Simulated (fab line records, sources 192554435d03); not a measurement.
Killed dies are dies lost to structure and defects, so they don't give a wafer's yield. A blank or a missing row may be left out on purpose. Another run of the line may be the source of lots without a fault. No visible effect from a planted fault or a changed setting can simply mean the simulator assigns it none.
Comparing a struck lot with a sound one -- flow n5Finfet -- 36 out of 1938 route steps
Sound: wafers L635.2, L635.5, L635.6. Struck: wafer L622.1; the same lot's L622.4 was not struck, so it is left out; see the end for the cause.
For every step that has rows: the tool of each side, followed by ch and its chambers, followed by its first start. Under that, the readings that differ: sound wafers -- struck wafers -- difference of the means -- sigmas: that difference in standard deviations of wafers without a fault.
alike: a reading whose means differ by less than 2 such deviations, as well as words and numbers matching on both sides. not compared: withheld readings; readings where some wafer has no value; bounds like >300 that might hide an equal value; numbers whose values overlap and for which the record gives no deviation.
Wherever a step has rows on one side only, a row that says differs or no value, or a row with sigmas, the two part there. Numbers that have no deviation but don't overlap get no sigmas and don't part them. Lack of a reading on every wafer of one side parts them only where that side has two or more wafers.

first, 10 steps without rows for these wafers: N5_STI_FIN_REVEAL_PRECLEAN_18 (cleans in SC2, time 45 s); N5_STI_FIN_REVEAL_SRD_28 (time 30 s); N5_DUMMY_GATE_PRECLEAN_00 (cleans in O3/DIW, time 60 s); N5_DUMMY_GATE_SRD_01 (time 30 s); N5_DUMMY_GATE_ALD_02 (deposits SiO2, target thk 2 nm, pulse time 1 s); N5_DUMMY_GATE_CVD_03 (deposits a-Si from SiH4, target thk 150 nm, time 8042 s); N5_DUMMY_GATE_PRECLEAN_46 (cleans in DIW, time 89.5 s); N5_DUMMY_GATE_SRD_47 (dry time 32 s); N5_DUMMY_GATE_CMP_04 (polishes a-Si); N5_DUMMY_GATE_HM_DEP_06 (deposits SiNx from DCS/NH3, target thk 80 nm, time 5141 s).
N5_DUMMY_GATE_PECVD_30: deposits SiO2 from TEOS/O2, target thk 55 nm, time 10.8 s.
  sound on pecvd-03 ch 0,1, day 8 04:33; struck on pecvd-04 ch 0, day 4 20:40
reading,sound,struck,difference,sigmas
model.SiO2_of_DUMMY_GATE_PECVD_30.thkNm (nm),53.2 54.6 54,51.8,-2.1,
then, 22 steps without rows for these wafers: N5_DUMMY_GATE_COAT_34 (time 60 s, resist thk 60 nm); N5_DUMMY_GATE_COAT_35 (time 60 s, resist thk 10 nm); N5_DUMMY_GATE_COAT_28 (time 60 s, resist thk 10 nm); N5_DUMMY_GATE_COAT_09 (resist thk 30 nm); N5_DUMMY_GATE_EBR_11; N5_DUMMY_GATE_SOFTBAKE_10 (time 60 s); N5_DUMMY_GATE_EXPOSE_12 (exposes mask GATE, target cd 25 nm); N5_DUMMY_GATE_PEB_13 (peb time 60 s); N5_DUMMY_GATE_DEVELOP_14 (develop time 30 s); N5_DUMMY_GATE_DESCUM_20 (chemistry O2, time 6.2 s); N5_DUMMY_GATE_ETCH_29 (etches underlayer in N2/H2, target depth 13 nm); N5_DUMMY_GATE_ETCH_36 (etches SiARC in CF4, target depth 13 nm); N5_DUMMY_GATE_ETCH_37 (etches SOC in N2/H2, target depth 60 nm, overetch 30 nm); N5_DUMMY_GATE_STRIP_38 (strips in N2/H2); N5_DUMMY_GATE_STRIP_39 (strips in N2/H2); N5_DUMMY_GATE_TRIM_49 (chemistry O2, time 29 s, target cd 14 nm); N5_DUMMY_GATE_STRIP_40 (strips in CF4); N5_DUMMY_GATE_ETCH_31 (etches SiO2 in C4F6/O2, target depth 82.5 nm, time 27.5 s); N5_DUMMY_GATE_STRIP_41 (strips in O2); N5_DUMMY_GATE_HM_OPEN_21 (chemistry CH3F/O2, target SiNx, target depth 120 nm, time 171.4 s); N5_DUMMY_GATE_ETCH_32 (etches SiO2 in CF4, target depth 3.5 nm, time 3.9 s); N5_DUMMY_GATE_ETCH_23 (etches poly-Si in HBr/Cl2/O2, target depth 41 nm, time 22.3 s).
N5_DUMMY_GATE_ETCH_44: etches poly-Si in HBr/O2, stops on SiO2, target depth 127.5 nm.
  sound on rieSi-02 ch 0,2,3, day 8 05:46; struck on rieSi-02 ch 2, day 4 22:23
reading,sound,struck,difference,sigmas
model.SiO2_of_DUMMY_GATE_PECVD_30.thkNm (nm),36.2 37.6 37.2,34.8,-2.2,
  alike: drypumpMotorCurrentA, heBacksideLeakSccm, oesProductAu, throttleValvePct
  not compared: rfHoursCounterH
-- record jumps: 5 days separate the struck wafers' starts on either side; left off in module DUMMY_GATE, taken up again in module BEOL_M4, whose first shown step is the route's number 1111 --
N5_BEOL_M4_RC_MEAS_101:
  sound on prober-02 ch 0, day 13 07:20; struck on prober-02 ch 0, day 9 18:12
reading,sound,struck,difference,sigmas
SS_N (mV/dec),71.7 70.7 71.8,72.7,+1.3,+2
  alike: DIBL_N, DIBL_P, IOFF_N, IOFF_P, ION_N, ION_P, SS_P, VT_N, VT_P
-- a jump in the record: the struck wafers' starts before and after are 4 days apart (it breaks off in module BEOL_M4 and resumes in module PASSIVATION, where the first step shown is number 1936 of the route) --
N5_PASSIVATION_PROBE_49:
  record: rows for the struck wafers here (prober-02, day 13 20:41), none for the sound ones

== WHERE THEY PART ==
At N5_BEOL_M4_RC_MEAS_101 first; at N5_PASSIVATION_PROBE_49 last (within this record only).

WHY: what had been put in by the simulator
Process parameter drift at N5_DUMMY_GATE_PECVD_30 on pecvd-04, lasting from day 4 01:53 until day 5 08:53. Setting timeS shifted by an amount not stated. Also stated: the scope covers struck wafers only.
